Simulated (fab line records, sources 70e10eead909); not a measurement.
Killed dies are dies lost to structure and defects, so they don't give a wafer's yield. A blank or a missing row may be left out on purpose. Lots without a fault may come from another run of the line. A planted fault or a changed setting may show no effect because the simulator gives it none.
Which tool did it? | flow nand_harc | 13 lots, 35 wafers sampled, at 6 steps of a route of 1302

WHAT THE GAUGES READ, wafer by wafer
NHARC_THIN_TSV_CD_MEAS_37.
lot  | measured     | on        | cd_nm (nm)
L779 | day 24 15:30 | cd_sem-03 | 5000.3 4997.8 4998.0
L778 | day 24 16:49 | cd_sem-02 | 5002.5 5001.0 5004.8
L781 | day 26 02:10 | cd_sem-02 | 4998.4 5001.4 4998.8
L783 | day 26 09:55 | cd_sem-01 | 5002.7 5001.0 4997.9
L784 | day 26 11:20 | cd_sem-03 | 5000.8 4999.6 5001.9
L787 | day 28 17:46 | cd_sem-02 | 4998.6 5000.3 4998.7
L788 | day 28 20:14 | cd_sem-03 | 5003.6 5000.6 5003.5
L791 | day 29 09:39 | cd_sem-01 | 4977.6
L794 | day 31 11:31 | cd_sem-02 | 4997.1 5002.2 4998.0
L790 | day 31 15:17 | cd_sem-01 | 4981.3
L799 | day 32 19:33 | cd_sem-02 | 5000.9 5000.0 4999.0
L798 | day 33 00:02 | cd_sem-03 | 5000.2 5002.7 5005.3
L800 | day 33 15:08 | cd_sem-03 | 5000.1 4996.9 4997.9

NHARC_END_SORT_01.
lot  | measured     | on        | defect_limited_yield (%) | killed_at_array | killed_at_other | killed_at_periphery | killed_dies | killed_open | killed_short | sort_bin_2_pct (%) | sort_bin_3_pct (%) | sort_bin_4_pct (%) | sort_n_pass | sort_rim_yield_pct (%) | sort_yield_pct (%)
L779 | day 24 23:26 | prober-01 | 86.4 90.1 91.0           | 80 58 55        | 2 1 1           | 10 8 5              | 92 67 61    | 5 1 1       | 1 4 5        | 5.2 5.0 3.7        | 0.7 0.7 0.4        | 7.7 4.1 4.9        | 585 610 616 | 94 87 84               | 86.4 90.1 91.0
L799 | day 33 03:53 | prober-01 | 94.7 95.1 96.0           | 34 31 23        | 1 2 2           | 1 0 2               | 36 33 27    | 5 2 2       | 0 4 0        | 2.2 1.3 0.7        | 0.3 0.1 0.1        | 2.8 3.4 3.1        | 641 644 650 | 98 99 94               | 94.7 95.1 96.0

WHICH TOOL RAN EACH LOT (tool, then ch and the chambers of the sampled wafers, then the start)
lot  | NHARC_THIN_TSV_PRE_CLEAN_50             | NHARC_THIN_TSV_PVD_51                   | NHARC_THIN_TSV_PRE_CLEAN_54  | NHARC_THIN_TSV_ETCH_59
L779 | pvd_sputter-01, day 24 13:00 or earlier | pvd_sputter-01, day 24 13:00 or earlier | pvd_sputter-03, day 24 13:00 | rie_metal-03 ch 0,1, day 24 14:21
L778 | pvd_sputter-03, day 24 14:19 or earlier | pvd_sputter-03, day 24 14:19 or earlier | pvd_sputter-01, day 24 14:19 | rie_metal-01 ch 0,1, day 24 15:44
L781 | pvd_sputter-01, day 25 23:47 or earlier | pvd_sputter-01, day 25 23:47 or earlier | pvd_sputter-01, day 25 23:47 | rie_metal-02 ch 0,1, day 26 01:01
L783 | pvd_sputter-01, day 26 07:32 or earlier | pvd_sputter-01, day 26 07:32 or earlier | pvd_sputter-01, day 26 07:32 | rie_metal-02 ch 0,1, day 26 08:46
L784 | pvd_sputter-02, day 26 08:49 or earlier | pvd_sputter-02, day 26 08:49 or earlier | pvd_sputter-02, day 26 08:49 | rie_metal-03 ch 0,1, day 26 10:10
L787 | pvd_sputter-02, day 28 15:14 or earlier | pvd_sputter-02, day 28 15:14 or earlier | pvd_sputter-02, day 28 15:14 | rie_metal-02 ch 0,1, day 28 16:30
L788 | pvd_sputter-01, day 28 17:36 or earlier | pvd_sputter-01, day 28 17:36 or earlier | pvd_sputter-01, day 28 17:36 | rie_metal-02 ch 0,1, day 28 19:02
L791 | pvd_sputter-03, day 29 07:07 or earlier | pvd_sputter-03, day 29 07:07 or earlier | pvd_sputter-01, day 29 07:07 | rie_metal-02 ch 0, day 29 08:28
L794 | pvd_sputter-02, day 31 09:02 or earlier | pvd_sputter-02, day 31 09:02 or earlier | pvd_sputter-01, day 31 09:02 | rie_metal-01 ch 0,1, day 31 10:22
L790 | pvd_sputter-02, day 31 12:48 or earlier | pvd_sputter-02, day 31 12:48 or earlier | pvd_sputter-01, day 31 12:48 | rie_metal-02 ch 0, day 31 14:07
L799 | pvd_sputter-01, day 32 17:10 or earlier | pvd_sputter-01, day 32 17:10 or earlier | pvd_sputter-03, day 32 17:10 | rie_metal-01 ch 0,1, day 32 18:26
L798 | pvd_sputter-01, day 32 21:38 or earlier | pvd_sputter-01, day 32 21:38 or earlier | pvd_sputter-03, day 32 21:38 | rie_metal-03 ch 0, day 32 22:53
L800 | pvd_sputter-02, day 33 12:46 or earlier | pvd_sputter-02, day 33 12:46 or earlier | pvd_sputter-01, day 33 12:46 | rie_metal-03 ch 0,1, day 33 14:02
- NHARC_THIN_TSV_PRE_CLEAN_50: time 30 s.
- NHARC_THIN_TSV_PVD_51: deposits Cu, target thk 100 nm.
- NHARC_THIN_TSV_PRE_CLEAN_54: time 30 s.
- NHARC_THIN_TSV_ETCH_59: etches the open film in Cl2/BCl3, target depth 880 nm, time 138.1 s.

WHAT THE TOOLS THEMSELVES READ (means of the sampled wafers that have a number; where no wafer has one, the mark that the record gives instead)
NHARC_THIN_TSV_PRE_CLEAN_50.
lot  | tool           | heater_power_w (W)
L779 | pvd_sputter-01 | 442
L778 | pvd_sputter-03 | 358
L781 | pvd_sputter-01 | 477
L783 | pvd_sputter-01 | 449
L784 | pvd_sputter-02 | 441
L787 | pvd_sputter-02 | 431
L788 | pvd_sputter-01 | 468
L791 | pvd_sputter-03 | 344
L794 | pvd_sputter-02 | 430
L790 | pvd_sputter-02 | 408
L799 | pvd_sputter-01 | 480
L798 | pvd_sputter-01 | 458
L800 | pvd_sputter-02 | 396

NHARC_THIN_TSV_PVD_51.
lot  | tool           | throttle_valve_pct (%)
L779 | pvd_sputter-01 | 30.5
L778 | pvd_sputter-03 | 29.8
L781 | pvd_sputter-01 | 30.7
L783 | pvd_sputter-01 | 30.5
L784 | pvd_sputter-02 | 29.7
L787 | pvd_sputter-02 | 30.4
L788 | pvd_sputter-01 | 30.1
L791 | pvd_sputter-03 | 29.9
L794 | pvd_sputter-02 | 30.7
L790 | pvd_sputter-02 | 29.1
L799 | pvd_sputter-01 | 30.5
L798 | pvd_sputter-01 | 30.8
L800 | pvd_sputter-02 | 30.3

NHARC_THIN_TSV_PRE_CLEAN_54.
lot  | tool           | heater_power_w (W)
L779 | pvd_sputter-03 | 359
L778 | pvd_sputter-01 | 449
L781 | pvd_sputter-01 | 429
L783 | pvd_sputter-01 | 455
L784 | pvd_sputter-02 | 424
L787 | pvd_sputter-02 | 400
L788 | pvd_sputter-01 | 470
L791 | pvd_sputter-01 | 429
L794 | pvd_sputter-01 | 441
L790 | pvd_sputter-01 | 409
L799 | pvd_sputter-03 | 366
L798 | pvd_sputter-03 | 359
L800 | pvd_sputter-01 | 441

NHARC_THIN_TSV_ETCH_59.
lot  | tool         | drypump_motor_current_A (A) | oes_product_au (a.u.) | throttle_valve_pct (%)
L779 | rie_metal-03 | 5.97                        | 1.002                 | 22.259
L778 | rie_metal-01 | 5.56                        | 1.002                 | 22.264
L781 | rie_metal-02 | 6.11                        | 1.009                 | 22.269
L783 | rie_metal-02 | 6.15                        | 0.996                 | 22.271
L784 | rie_metal-03 | 6.13                        | 1.005                 | 22.267
L787 | rie_metal-02 | 6.16                        | 0.992                 | 22.271
L788 | rie_metal-02 | 6.15                        | 1.002                 | 22.261
L791 | rie_metal-02 | 6.19                        | 1.349                 | 22.257
L794 | rie_metal-01 | 5.54                        | 1.004                 | 22.264
L790 | rie_metal-02 | 6.19                        | 1.339                 | 22.256
L799 | rie_metal-01 | 5.55                        | 1.012                 | 22.264
L798 | rie_metal-03 | 6.27                        | 0.996                 | 22.268
L800 | rie_metal-03 | 5.95                        | 1.001                 | 22.259

THE ANSWER, worked out from the rows above alone
Rule: what is usual is taken from the lots themselves. Put in order of their means at a reading, lots are off if they are a third of the lots or fewer, leave a main group of 4 or more, and stand apart from it by a gap of 3 or more times the standard deviation of the main group's means; of several such gaps the widest counts. A main group whose means are all the same, to the digits that the tables above print for the reading, isn't used. A lot without any number at a reading at which 4 lots or more have one is off too. The other lots that the step has rows for count as sound. The gauges are gone through in route order, then the tools' own readings, and for those a lot's mean is taken as printed above. The first step at which some lot is off is used, and at that step the reading that is off furthest; a lot without a number counts as furthest.
Off: L791, L790, at NHARC_THIN_TSV_CD_MEAS_37 (cd_nm). The main group: mean 5000.4 nm, standard deviation 1.6.
A tool fits if, at a process step before that reading, it ran every lot that is off, and no sound lot after the first of them. The gauges at NHARC_THIN_TSV_CD_MEAS_37 aren't tried: what is off there is off at NHARC_THIN_TSV_ETCH_59 too, on other tools, and a gauge's error can't cause that. NHARC_THIN_TSV_PRE_CLEAN_50 gives no start for some lots, so the hours and the order of its lots are those of NHARC_THIN_TSV_PRE_CLEAN_54. NHARC_THIN_TSV_PVD_51 gives no start for some lots, so the hours and the order of its lots are those of NHARC_THIN_TSV_PRE_CLEAN_54. One fits: rie_metal-02 at NHARC_THIN_TSV_ETCH_59. Its last sound lot is L788 (day 28 19:02), its first lot that is off L791 (day 29 08:28): a fault that began between those two fits.
The tool's own readings at NHARC_THIN_TSV_ETCH_59 bear it out: on the lots that are off they differ by more than 5 times the standard deviation of the sound lots' means. oes_product_au reads 1.344 a.u. there against 1.002 a.u. on the sound lots.

WHAT THE SIMULATOR HAD PUT IN
Process parameter drift: rie_metal-02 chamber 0, from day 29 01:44 on, at NHARC_THIN_TSV_ETCH_59. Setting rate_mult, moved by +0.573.
Lots struck among those shown: L791, L790. The rule above found the same.
